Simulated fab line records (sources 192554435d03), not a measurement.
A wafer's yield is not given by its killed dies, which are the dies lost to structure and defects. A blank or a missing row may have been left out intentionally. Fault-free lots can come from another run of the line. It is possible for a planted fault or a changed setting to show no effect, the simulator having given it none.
fab line records	flow n5_finfet
record: lots: 6	wafers: 18	last_day: 16
route steps=1938 shown MOL_CONTACT_COAG@598 PASSIVATION@1936
lots that met no fault: from a run of the same line without faults
start_h: start of the lot's first displayed wafer, in hours after the record's first day	wait_h: hours since the lot's step before	" same as the row above	L1.1+2: several wafers, shown together as one row	- value missing, or start not given	* or withheld: withheld	< > ~ a bound
route shown NAME@n: a module of which the file shows steps, and the number in the route of the first	usual: mean and standard deviation over wafers with no fault	same: alike in all rows	chamber/n: place in a boat	sites: the reading at each site	_std_site: how widely they spread, as a standard deviation	_edge_site: outer sites' mean less inner sites'	radius_mm: for every site, how far away it sits from the centre of the wafer	mask NAME#n: copy n	behind: the last tool/chamber to shape the wafer	hold: reason for holding the lot/hours on hold/outcome of the hold	device: which transistor (n, p or np) failed to switch	end of line: at the end of the route, the tests of the same wafers	for a step that has no rows: nothing shown but its recipe	killed: count of dies lost to structure and defects at first sort (not the wafer's yield)	map: the dies of a wafer, with x for killed, . for not killed, _ for no die there
set.NAME: the setting that was run; set.NAME@STEP: the one run at that earlier step	model.NAME: the simulator's own value behind a step, which no gauge read
certain route steps with their lots: each step a table, each wafer a row
services: the hour from which a tool's chamber was out of use, counted from the record's first day as start_h (under 0 if before that day), plus the number of hours and why
== steps ==
step: N5_MOL_CONTACT_COAG_SOFTBAKE_35
recipe: temp_c: 110	time_s: 60	resist: CAR-EUV
step: N5_MOL_CONTACT_COAG_EXPOSE_37
recipe: mask_id: VD	na: 0.33	source_shape: annular	sigma_inner: 0.3	sigma_outer: 0.7	polarization: unpolarized	defocus_nm: 0	dose_mj: 62
step: N5_MOL_CONTACT_COAG_PEB_38
recipe: peb_temp_c: 100	peb_time_s: 60	resist: CAR-EUV
step: N5_MOL_CONTACT_COAG_DEVELOP_39
recipe: develop_time_s: 30	developer: TMAH	resist: CAR-EUV	rinse_liquid: surfactant_rinse	dry: air_spin	dev_temp_c: 23
step: N5_MOL_CONTACT_COAG_CD_MEAS_40
recipe: target_cd_nm: 25.1	landing_energy_ev: 500	detector: se_inlens	polarity: opening
usual: cd_nm: 25.19/0.26
lot.wafer	tool	chamber	start_h	wait_h	cd_nm
L100.1	cd_sem-01	0	99.36	-	25.35
L100.3	"	0	"	"	24.89
L100.6	"	0	"	"	24.69
L106.1	cd_sem-01	0	133.91	-	25.45
L106.4	"	0	"	"	25.17
L106.5	"	0	"	"	24.97
L111.1	cd_sem-02	0	169.41	-	24.96
L111.2	"	0	"	"	25.65
L111.3	"	0	"	"	25.16
L113.1	cd_sem-01	0	179.65	-	25.09
L113.3	"	0	"	"	24.85
L113.4	"	0	"	"	25.54
L117.2	cd_sem-01	0	205.42	-	24.93
L117.4	"	0	"	"	25.43
L117.6	"	0	"	"	25.25
L121.1	cd_sem-02	0	231.88	-	24.57
L121.4	"	0	"	"	25.00
L121.6	"	0	"	"	25.01
step: N5_MOL_CONTACT_COAG_OVL_MEAS_41
recipe: points_per_wafer: 522
usual: VD_OVL: 0.2/0.54
lot.wafer	tool	chamber	start_h	wait_h	VD_OVL[nm]
L100.1	overlay-01	0	99.39	0.0	0.2
L100.3	"	0	"	"	1.0
L100.6	"	0	"	"	0.1
L106.1	overlay-02	0	133.94	0.0	-0.3
L106.4	"	0	"	"	-0.3
L106.5	"	0	"	"	-0.1
L111.1	overlay-01	0	169.44	0.0	0.0
L111.2	"	0	"	"	0.7
L111.3	"	0	"	"	-0.3
L113.1	overlay-02	0	179.68	0.0	-0.5
L113.3	"	0	"	"	0.3
L113.4	"	0	"	"	0.3
L117.2	overlay-02	0	205.46	0.0	-0.4
L117.4	"	0	"	"	0.0
L117.6	"	0	"	"	0.1
L121.1	overlay-01	0	231.91	0.0	0.7
L121.4	"	0	"	"	0.2
L121.6	"	0	"	"	-0.1
step: N5_MOL_CONTACT_COAG_INSPECT_42
recipe: mode: adi	inspect_instrument: brightfield
usual: raw_defect_count: 209/63
lot.wafer	tool	chamber	start_h	wait_h	raw_defect_count
L100.1	defect_inspect-02	-	99.45	0.1	451
L100.3	"	-	"	"	336
L100.6	"	-	"	"	367
L106.1	defect_inspect-02	-	134.00	0.1	173
L106.4	"	-	"	"	163
L106.5	"	-	"	"	186
L111.1	defect_inspect-01	-	169.51	0.1	121
L111.2	"	-	"	"	126
L111.3	"	-	"	"	126
L113.1	defect_inspect-02	-	179.74	0.1	301
L113.3	"	-	"	"	346
L113.4	"	-	"	"	167
L117.2	defect_inspect-01	-	205.51	0.0	111
L117.4	"	-	"	"	169
L117.6	"	-	"	"	132
L121.1	defect_inspect-02	-	231.97	0.1	167
L121.4	"	-	"	"	168
L121.6	"	-	"	"	156
step: N5_MOL_CONTACT_COAG_DESCUM_45
recipe: chemistry: O2	time_s: 7	source_power_w: 50	bias_power_w: 20	pressure_mtorr: 20	rf_frequency_hz: 2.712e+07	temp_c: 40	resist: CAR-EUV	o2_flow_sccm: 225
usual: drypump_motor_current_A: 5.7/0.45	oes_product_au: 0.81/0.088	rf_vpp_V: 243.1/1.3	showerhead_plenum_p_Torr: 2.09/0.061	throttle_valve_pct: 20.40/0.24
lot.wafer	tool	chamber	start_h	wait_h	drypump_motor_current_A	oes_product_au	rf_hours_counter_h	rf_vpp_V	showerhead_plenum_p_Torr	throttle_valve_pct
L100.1	rie_diel-01	2	99.49	0.0	5.8	0.72	195	243.6	2.07	20.75
L100.3	"	0	"	"	5.1	0.88	38	243.2	2.07	20.18
L100.6	"	2	"	"	5.8	0.73	-	242.2	2.07	20.76
L106.1	rie_diel-01	2	135.05	1.1	5.8	0.72	210	243.7	2.06	20.77
L106.4	"	0	"	"	5.1	0.86	54	240.4	2.06	20.20
L106.5	"	3	"	"	5.2	0.90	-	243.4	2.06	20.55
L111.1	rie_diel-05	1	169.55	0.0	5.5	0.73	195	243.9	2.06	20.71
L111.2	"	2	"	"	6.1	0.69	223	244.7	2.13	20.45
L111.3	"	3	"	"	5.6	0.73	189	243.2	2.08	20.50
L113.1	rie_diel-03	0	179.78	0.0	5.5	0.68	246	240.6	1.98	20.35
L113.3	"	3	"	"	5.6	0.83	95	244.7	2.19	20.38
L113.4	"	1	"	"	6.8	0.93	25	242.4	2.06	20.41
L117.2	rie_diel-01	3	205.76	0.2	5.2	0.86	60	243.6	2.05	20.55
L117.4	"	1	"	"	5.5	0.90	42	243.1	2.11	19.94
L117.6	"	0	"	"	5.1	0.82	-	242.6	2.05	20.23
L121.1	rie_diel-01	2	232.01	0.0	5.8	0.69	246	242.3	2.05	20.82
L121.4	"	3	"	"	5.2	0.84	70	242.3	2.05	20.57
L121.6	"	3	"	"	5.2	0.84	-	243.0	2.05	20.58
step: N5_MOL_CONTACT_COAG_ETCH_65
recipe: chemistry: N2/H2	target: underlayer	target_depth_a: 130	mask_material: CAR-EUV	time_s: 10.4	ion_energy_ev: 200	pressure_mtorr: 30	source_w: 840	bias_w: 150	n2_flow_sccm: 200	h2_flow_sccm: 200	ends: cleared
usual: drypump_motor_current_A: 5.7/0.45	etch_rf_on_time_s: 10.31/0.27	oes_product_au: 0.69/0.075	rf_vpp_V: 523.7/2.3	showerhead_plenum_p_Torr: 2.54/0.081	throttle_valve_pct: 17.8/0.32
lot.wafer	tool	chamber	start_h	wait_h	drypump_motor_current_A	etch_rf_on_time_s	oes_product_au	rf_hours_counter_h	rf_vpp_V	showerhead_plenum_p_Torr	throttle_valve_pct
L100.1	rie_diel-01	2	99.52	0.0	5.8	10.46	0.61	195	524.1	2.54	18.4
L100.3	"	0	"	"	5.1	10.11	0.75	38	522.3	2.48	17.4
L100.6	"	2	"	"	5.8	10.45	0.62	-	523.8	2.54	18.4
L106.1	rie_diel-01	2	135.08	0.0	5.8	10.54	0.61	210	523.0	2.53	18.4
L106.4	"	0	"	"	5.1	10.20	0.72	54	522.0	2.48	17.4
L106.5	"	3	"	"	5.2	10.28	0.75	-	523.4	2.48	17.8
L111.1	rie_diel-05	1	169.58	0.0	5.5	10.42	0.64	195	522.3	2.51	18.2
L111.2	"	2	"	"	6.2	10.81	0.58	223	526.8	2.63	18.1
L111.3	"	3	"	"	5.6	10.43	0.62	189	522.5	2.53	18.0
L113.1	rie_diel-03	0	179.82	0.0	5.5	10.51	0.58	246	519.6	2.40	17.9
L113.3	"	3	"	"	5.7	10.44	0.70	95	527.6	2.68	18.0
L113.4	"	1	"	"	6.7	10.04	0.79	25	523.4	2.48	17.6
L117.2	rie_diel-01	3	205.79	0.0	5.2	10.28	0.72	60	521.6	2.47	17.8
L117.4	"	1	"	"	5.6	9.65	0.78	42	525.5	2.59	17.6
L117.6	"	0	"	"	5.1	10.20	0.69	-	521.5	2.47	17.5
L121.1	rie_diel-01	2	232.04	0.0	5.8	10.42	0.58	246	521.7	2.52	18.5
L121.4	"	3	"	"	5.2	10.25	0.71	70	521.6	2.47	17.8
L121.6	"	3	"	"	5.2	10.30	0.70	-	521.5	2.47	17.8
step: N5_MOL_CONTACT_COAG_ETCH_66
recipe: chemistry: CF4	target: SiARC	target_depth_a: 130	mask_material: CAR-EUV	time_s: 21.7	ion_energy_ev: 80	pressure_mtorr: 40	source_w: 545	bias_w: 36	Ar_flow_sccm: 100	cf4_flow_sccm: 100	ends: cleared
usual: drypump_motor_current_A: 5.7/0.45	etch_rf_on_time_s: 21.5/0.54	oes_product_au: 0.69/0.074	rf_vpp_V: 184.0/1.1	showerhead_plenum_p_Torr: 2.13/0.06	throttle_valve_pct: 15.56/0.29
lot.wafer	tool	chamber	start_h	wait_h	drypump_motor_current_A	etch_rf_on_time_s	oes_product_au	rf_hours_counter_h	rf_vpp_V	showerhead_plenum_p_Torr	throttle_valve_pct
L100.1	rie_diel-01	2	99.54	0.0	5.7	22.0	0.61	195	184.6	2.12	15.97
L100.3	"	0	"	"	5.1	20.9	0.76	38	184.8	2.10	15.29
L100.6	"	2	"	"	5.8	21.9	0.61	-	182.3	2.12	16.01
L106.1	rie_diel-01	2	135.10	0.0	5.8	21.9	0.61	210	184.0	2.12	16.02
L106.4	"	0	"	"	5.1	20.9	0.73	54	183.1	2.10	15.31
L106.5	"	3	"	"	5.2	21.2	0.75	-	182.1	2.09	15.51
L111.1	rie_diel-05	1	169.60	0.0	5.5	21.7	0.63	195	184.2	2.14	16.13
L111.2	"	2	"	"	6.2	22.4	0.59	223	185.2	2.19	15.75
L111.3	"	3	"	"	5.6	21.4	0.63	189	184.6	2.14	15.74
L113.1	rie_diel-03	0	179.84	0.0	5.5	21.9	0.58	246	182.9	2.02	15.56
L113.3	"	3	"	"	5.6	21.7	0.70	95	186.3	2.25	15.61
L113.4	"	1	"	"	6.7	21.1	0.78	25	185.9	2.10	15.44
L117.2	rie_diel-01	3	205.81	0.0	5.2	21.4	0.72	60	182.6	2.08	15.58
L117.4	"	1	"	"	5.5	20.5	0.77	42	185.5	2.17	15.20
L117.6	"	0	"	"	5.1	21.2	0.69	-	182.3	2.09	15.37
L121.1	rie_diel-01	2	232.06	0.0	5.8	21.7	0.59	246	181.4	2.10	16.09
L121.4	"	3	"	"	5.2	21.6	0.70	70	182.1	2.08	15.59
L121.6	"	3	"	"	5.2	21.6	0.70	-	184.7	2.08	15.60
step: N5_MOL_CONTACT_COAG_ALD_133
recipe: material: SiO2	target_thk_a: 50	temp_c: 100	ald_precursor_family: BDEAS	ald_co_reactant: O2-plasma	pulse_time_s: 1	co_reactant_pulse_time_s: 1	purge_time_s: 2	co_reactant_purge_time_s: 2	ald_cycles: 35	pressure_torr: 2
usual: heater_power_w: 80/11	precursor_pulse_height_rel: 1.000/0.02
lot.wafer	tool	chamber	start_h	wait_h	heater_power_w	precursor_pulse_height_rel
L100.1	ald_sin-03	0	99.64	0.1	83	0.977
L100.3	"	3	"	"	69	0.991
L100.6	"	3	"	"	69	1.004
L106.1	ald_sin-04	1	135.18	0.1	103	0.984
L106.4	"	0	"	"	82	1.009
L106.5	"	3	"	"	84	1.016
L111.1	ald_sin-03	2	169.68	0.1	91	1.031
L111.2	"	0	"	"	84	1.027
L111.3	"	3	"	"	68	0.994
L113.1	ald_sin-04	1	180.09	0.2	102	1.035
L113.3	"	2	"	"	64	0.976
L113.4	"	3	"	"	82	0.990
L117.2	ald_sin-04	2	205.89	0.1	65	1.028
L117.4	"	1	"	"	103	0.974
L117.6	"	0	"	"	81	1.021
L121.1	ald_sin-04	1	232.14	0.1	100	0.984
L121.4	"	2	"	"	63	1.009
L121.6	"	1	"	"	103	1.022
step: N5_MOL_CONTACT_COAG_ETCHBACK_134
recipe: chemistry: CHF3	target: SiO2	target_depth_a: 100	time_s: 6.7	ion_energy_ev: 200	pressure_mtorr: 30	source_w: 610	bias_w: 170	Ar_flow_sccm: 200	CHF3_flow_sccm: 50
usual: drypump_motor_current_A: 5.7/0.46	oes_product_au: 0.81/0.091	rf_vpp_V: 529/8.4	showerhead_plenum_p_Torr: 2.38/0.07	throttle_valve_pct: 18.70/0.28
lot.wafer	tool	chamber	start_h	wait_h	drypump_motor_current_A	oes_product_au	rf_hours_counter_h	rf_vpp_V	showerhead_plenum_p_Torr	throttle_valve_pct
L100.1	rie_diel-03	0	99.82	0.1	5.5	0.69	225	520	2.26	18.62
L100.3	"	1	"	"	6.8	1.01	0	539	2.32	18.43
L100.6	"	1	"	"	6.7	1.01	-	540	2.32	18.45
L106.1	rie_diel-05	3	135.40	0.1	5.6	0.74	176	512	2.39	18.86
L106.4	"	0	"	"	5.5	0.83	51	535	2.49	18.23
L106.5	"	3	"	"	5.6	0.74	-	513	2.39	18.86
L111.1	rie_diel-03	2	169.86	0.1	5.9	0.88	28	541	2.33	18.59
L111.2	"	1	"	"	6.8	0.92	21	538	2.32	18.49
L111.3	"	3	"	"	5.7	0.83	91	534	2.50	18.71
L113.1	rie_diel-03	1	180.40	0.2	6.7	0.92	25	539	2.31	18.50
L113.3	"	3	"	"	5.6	0.83	96	532	2.50	18.72
L113.4	"	0	"	"	5.5	0.67	246	520	2.25	18.64
L117.2	rie_diel-05	3	206.11	0.1	5.6	0.72	201	513	2.38	18.91
L117.4	"	2	"	"	6.1	0.67	234	526	2.44	18.89
L117.6	"	1	"	"	5.5	0.73	-	524	2.37	19.26
L121.1	rie_diel-01	2	232.32	0.1	5.8	0.69	246	523	2.33	19.14
L121.4	"	0	"	"	5.1	0.81	90	527	2.31	18.43
L121.6	"	3	"	"	5.2	0.84	-	536	2.32	18.80
step: N5_MOL_CONTACT_COAG_ETCH_67
recipe: chemistry: N2/H2	target: SOC	target_depth_a: 600	overetch_a: 210	mask_material: SiARC	temp_c: 40	time_s: 101.2	ion_energy_ev: 200	pressure_mtorr: 30	source_w: 840	bias_w: 150	n2_flow_sccm: 200	h2_flow_sccm: 200
usual: drypump_motor_current_A: 5.8/0.46	oes_product_au: 0.67/0.07	rf_vpp_V: 523.8/2.4	showerhead_plenum_p_Torr: 2.54/0.082	throttle_valve_pct: 17.8/0.3
lot.wafer	tool	chamber	start_h	wait_h	drypump_motor_current_A	oes_product_au	rf_hours_counter_h	rf_vpp_V	showerhead_plenum_p_Torr	throttle_valve_pct	model.SiARC_of_MOL_CONTACT_COAG_COAT_63.thk_nm
L100.1	rie_diel-03	0	99.85	0.0	5.5	0.58	225	520.3	2.41	17.8	6
L100.3	"	1	"	"	6.7	0.83	0	522.2	2.49	17.5	5.6
L100.6	"	1	"	"	6.7	0.84	-	522.2	2.49	17.5	5.6
L106.1	rie_diel-05	3	135.43	0.0	5.6	0.62	176	523.9	2.53	17.9	5.8
L106.4	"	0	"	"	5.5	0.70	51	527.3	2.68	17.3	6
L106.5	"	3	"	"	5.6	0.62	-	524.4	2.53	17.9	5.8
L111.1	rie_diel-03	2	169.89	0.0	5.9	0.74	28	522.8	2.48	17.6	6.6
L111.2	"	1	"	"	6.8	0.77	21	522.3	2.48	17.6	5.6
L111.3	"	3	"	"	5.6	0.70	91	527.8	2.69	17.9	5.8
L113.1	rie_diel-03	1	180.43	0.0	6.7	0.76	25	522.9	2.48	17.6	6.6
L113.3	"	3	"	"	5.6	0.69	96	526.4	2.68	17.9	5.8
L113.4	"	0	"	"	5.5	0.57	246	519.5	2.40	17.8	5.8
L117.2	rie_diel-05	3	206.14	0.0	5.6	0.60	201	523.3	2.52	18.0	5.8
L117.4	"	2	"	"	6.2	0.57	234	525.4	2.63	18.2	6
L117.6	"	1	"	"	5.5	0.61	-	523.9	2.51	18.2	5.8
L121.1	rie_diel-01	2	232.36	0.0	5.8	0.58	246	522.5	2.52	18.5	5.8
L121.4	"	0	"	"	5.1	0.67	90	521.9	2.46	17.5	5.8
L121.6	"	3	"	"	5.2	0.68	-	520.7	2.47	17.8	5.8
step: N5_MOL_CONTACT_COAG_STRIP_68
recipe: chemistry: N2/H2	temp_c: 40	n2_flow_sccm: 200	h2_flow_sccm: 200	rf_frequency_hz: 6e+07
step: N5_PASSIVATION_PROBE_49
usual: killed_at_M0_to_M3: 32/9.7	killed_at_M4_up: 14/5.3	killed_at_contacts: 11/6	killed_at_front_end: 39/14	killed_at_other: 3.3/2.7	killed_dies: 100/17	killed_open: 66/13	killed_short: 32/7.4
same: gross_dies: 1180	killed_at_back_side: 0
lot.wafer	tool	chamber	start_h	wait_h	killed_at_M0_to_M3	killed_at_M4_up	killed_at_contacts	killed_at_front_end	killed_at_other	killed_dies	killed_open	killed_short
L100.1	prober-02	-	283.41	0.0	45	12	8	26	4	95	64	31
L100.3	prober-02	-	283.51	0.1	34	9	6	24	2	75	47	27
L100.6	prober-02	-	283.66	0.3	28	21	9	18	7	83	49	34
L106.1	prober-02	-	305.13	0.0	33	19	10	17	6	85	50	32
L106.4	prober-02	-	305.28	0.2	31	14	13	20	10	88	59	28
L106.5	prober-02	-	305.33	0.2	39	22	7	21	0	89	62	26
L113.3	prober-01	-	337.49	0.1	32	14	8	37	4	95	67	28
L117.2	prober-01	-	367.98	0.1	29	3	9	57	4	102	53	37
killed by level:class
L100.1 BEOL_M1:geometric_particle:open=8 BEOL_M3:geometric_particle:open=8 BEOL_M2:geometric_particle:open=8 FIN_SAQP:geometric_particle:open=6 STI_FIN_REVEAL:geometric_particle:open=6 BEOL_M0_SAQP:geometric_particle:short=6 MOL_CONTACT_COAG:geometric_particle:open=5 BEOL_M2:geometric_particle:short=5
L100.3 BEOL_M2:geometric_particle:open=9 STI_FIN_REVEAL:geometric_particle:open=8 BEOL_M1:geometric_particle:open=8 BEOL_M0_SAQP:geometric_particle:short=6 FIN_SAQP:geometric_particle:open=5 FIN_SAQP:geometric_particle:short=4 MOL_CONTACT_COAG:geometric_particle:short=4 BEOL_M2:geometric_particle:short=3
L100.6 BEOL_M0_SAQP:geometric_particle:short=9 BEOL_M4:geometric_particle:open=9 BEOL_M3:geometric_particle:open=8 MOL_CONTACT_COAG:geometric_particle:open=6 BEOL_M2:geometric_particle:open=6 BEOL_M5:geometric_particle:open=4 STI_FIN_REVEAL:geometric_particle:open=3 DUMMY_GATE:geometric_particle:open=3
L106.1 BEOL_M4:geometric_particle:open=10 MOL_CONTACT_COAG:geometric_particle:open=9 BEOL_M3:geometric_particle:short=6 BEOL_M0_SAQP:geometric_particle:short=5 BEOL_M1:geometric_particle:open=5 BEOL_M3:geometric_particle:open=5 STI_FIN_REVEAL:geometric_particle:open=4 STARTING-WAFER:geometric_particle:short=4
L106.4 MOL_CONTACT_COAG:geometric_particle:open=9 STI_FIN_REVEAL:geometric_particle:open=7 BEOL_M0:geometric_particle:open=6 BEOL_M3:geometric_particle:open=6 BEOL_M4:geometric_particle:open=6 BEOL_M1:geometric_particle:open=5 BEOL_M2:geometric_particle:short=5 GATE_CUT:geometric_particle:short=4
L106.5 BEOL_M1:geometric_particle:open=11 STI_FIN_REVEAL:geometric_particle:open=10 BEOL_M0_SAQP:geometric_particle:short=8 BEOL_M4:geometric_particle:open=7 MOL_CONTACT_COAG:geometric_particle:open=6 BEOL_M0:geometric_particle:open=6 BEOL_M2:geometric_particle:open=6 BEOL_M5:geometric_particle:open=4
L113.3 BEOL_M0_SAQP:geometric_particle:open=13 STI_FIN_REVEAL:geometric_particle:open=10 FIN_SAQP:geometric_particle:short=9 MOL_CONTACT_COAG:geometric_particle:open=7 BEOL_M3:geometric_particle:open=6 FIN_SAQP:geometric_particle:open=5 BEOL_M0_SAQP:geometric_particle:short=5 GATE_CUT:geometric_particle:short=4
L117.2 FIN_SAQP:geometric_particle:short=14 FIN_SAQP:geometric_particle:open=8 MOL_CONTACT_COAG:geometric_particle:open=8 BEOL_M0_SAQP:geometric_particle:short=8 BEOL_M0_SAQP:geometric_particle:open=8 HKMG_FIN:area_etch=8 DUMMY_GATE:geometric_particle:open=7 BEOL_M2:geometric_particle:open=6
== services ==
tool	chamber	start_h	hours	kind
rie_diel-05	0	77.23	7.1	repair
rie_diel-03	1	79.92	-	clean
rie_diel-03	1	79.92	-	consumable_replace:focus_ring
rie_diel-03	1	79.92	18.9	scheduled_down
rie_diel-03	1	79.92	18.9	vent_cycle
ald_sin-03	-	85.54	14.0	pm
ald_sin-03	0	85.54	14.0	vent_cycle
ald_sin-03	1	85.54	14.0	vent_cycle
ald_sin-03	2	85.54	14.0	vent_cycle
ald_sin-03	3	85.54	14.0	vent_cycle
rie_diel-01	1	94.09	2.9	repair
ald_sin-03	0	99.54	-	clean
rie_diel-05	0	122.16	10.0	repair
rie_diel-03	-	128.90	15.6	pm
rie_diel-03	0	168.28	7.7	repair
rie_diel-01	-	178.16	0.7	repair
ald_sin-03	-	183.57	6.1	pm
rie_diel-03	0	190.42	-	clean
rie_diel-03	0	190.42	-	consumable_replace:esc
rie_diel-03	0	190.42	-	consumable_replace:focus_ring
rie_diel-03	0	190.42	-	consumable_replace:showerhead
rie_diel-03	0	190.42	35.4	scheduled_down
rie_diel-03	0	190.42	35.4	vent_cycle
rie_diel-05	1	213.01	3.8	repair
== key ==
first_sign none at tools or gauges
model_effect: step: N5_MOL_CONTACT_COAG_ETCH_67	value: SiARC_of_MOL_CONTACT_COAG_COAT_63.thk_nm	without: 5.6	struck: 6.6
met_at N5_MOL_CONTACT_COAG_ETCH_67
struck_wafers L111.1,L113.1
tester_left_out L111,L113
onset_between 99.85 169.89
fault: kind: process_parameter_drift	tool: rie_diel-03	chamber: -	onset_h: 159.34	steps: N5_MOL_CONTACT_COAG_ETCH_67	channel: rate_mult	offset: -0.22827	shape: step	end_h: 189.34	scope: struck_wafers_only
tester_left_out: of these lots the tester's yield and bins aren't shown, on N5 and GAA mostly nor the transistor test; their killed dies are dies lost to structure and defects alone, not to doping, threshold or leakage, so they don't give the yield
